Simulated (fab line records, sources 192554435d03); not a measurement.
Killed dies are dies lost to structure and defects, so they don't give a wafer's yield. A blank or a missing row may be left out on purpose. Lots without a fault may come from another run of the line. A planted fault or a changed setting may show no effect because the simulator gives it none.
One fault seen from 2 desks | flow n5_finfet | each desk has only its own numbers; what lay behind them comes last

THE TOOL OWNER'S DESK: rie_si-05
The tool's own readings at N5_BEOL_M0_SAQP_ETCH_102 (etches SiO2 in CF4, target depth 4 nm, time 4.4 s): means of the sampled wafers that have a number, for each lot that ran on this tool. A lot is out of limits, marked OUT, if its mean lies more than 4 standard deviations from the usual mean; the brackets give that distance.
Columns: A = cf4_flow_sccm at N5_BEOL_M0_SAQP_ETCH_102, usual 79.98 sccm; B = chamber_pressure_mTorr at N5_BEOL_M0_SAQP_ETCH_102, usual 10.001 mTorr; C = drypump_motor_current_A at N5_BEOL_M0_SAQP_ETCH_102, usual 5.4 A; D = he_backside_leak_sccm at N5_BEOL_M0_SAQP_ETCH_102, usual 2.65 sccm; E = oes_product_au at N5_BEOL_M0_SAQP_ETCH_102, usual 1.002 a.u.; F = throttle_valve_pct at N5_BEOL_M0_SAQP_ETCH_102, usual 21.73 %
lot  | first seen here | A     | B      | C   | D    | E     | F
L783 | day 6 06:23     | 80.08 | 10.000 | 5.4 | 2.75 | 1.018 | 21.98
L785 | day 6 20:54     | 79.93 | 10.001 | 5.1 | 2.63 | 0.944 | 21.72
L787 | day 7 06:29     | 80.27 | 10.011 | 5.7 | 3.09 | 0.979 | 21.98
This desk's finding: nothing out of limits on any of the 3 lots.

THE METROLOGY DESK
What the gauges read, lot by lot, whatever tool the lot ran on: means of the sampled wafers that have a number. A lot is out of limits, marked OUT, if its mean lies more than 4 standard deviations from the usual mean; the brackets give that distance. Of its 11 readings 7 are shown: those that lie furthest out on some lot.
Columns: A = DIBL_N at N5_BEOL_M4_RC_MEAS_101, usual 36.4 mV/V; B = IOFF_N at N5_BEOL_M4_RC_MEAS_101, usual 0.164 nA/um; C = IOFF_P at N5_BEOL_M4_RC_MEAS_101, usual 0.214 nA/um; D = ION_N at N5_BEOL_M4_RC_MEAS_101, usual 675 uA/um; E = ION_P at N5_BEOL_M4_RC_MEAS_101, usual 463 uA/um; F = SS_P at N5_BEOL_M4_RC_MEAS_101, usual 73.3 mV/dec; G = VT_P at N5_BEOL_M4_RC_MEAS_101, usual -250.1 mV
lot  | first seen here | A    | B     | C     | D   | E   | F    | G
L780 | day 5 13:28     | 37.2 | 0.150 | 0.185 | 671 | 455 | 73.1 | -253.6
L783 | day 6 05:57     | 35.6 | 0.136 | 0.168 | 667 | 453 | 73.4 | -256.2
L785 | day 6 20:46     | 38.5 | 0.188 | 0.220 | 688 | 465 | 73.5 | -249.4
L787 | day 7 06:07     | 37.8 | 0.188 | 0.230 | 686 | 466 | 73.3 | -248.2
L798 | day 10 01:38    | 37.1 | 0.173 | 0.239 | 675 | 463 | 73.9 | -247.5
L800 | day 10 09:47    | 37.4 | 0.169 | 0.221 | 674 | 461 | 72.8 | -248.4
This desk's finding: nothing out of limits on any of the 6 lots.

PUT TOGETHER
The tool owner's desk saw nothing out of limits.
The metrology desk saw nothing out of limits.

WHAT THE SIMULATOR HAD PUT IN
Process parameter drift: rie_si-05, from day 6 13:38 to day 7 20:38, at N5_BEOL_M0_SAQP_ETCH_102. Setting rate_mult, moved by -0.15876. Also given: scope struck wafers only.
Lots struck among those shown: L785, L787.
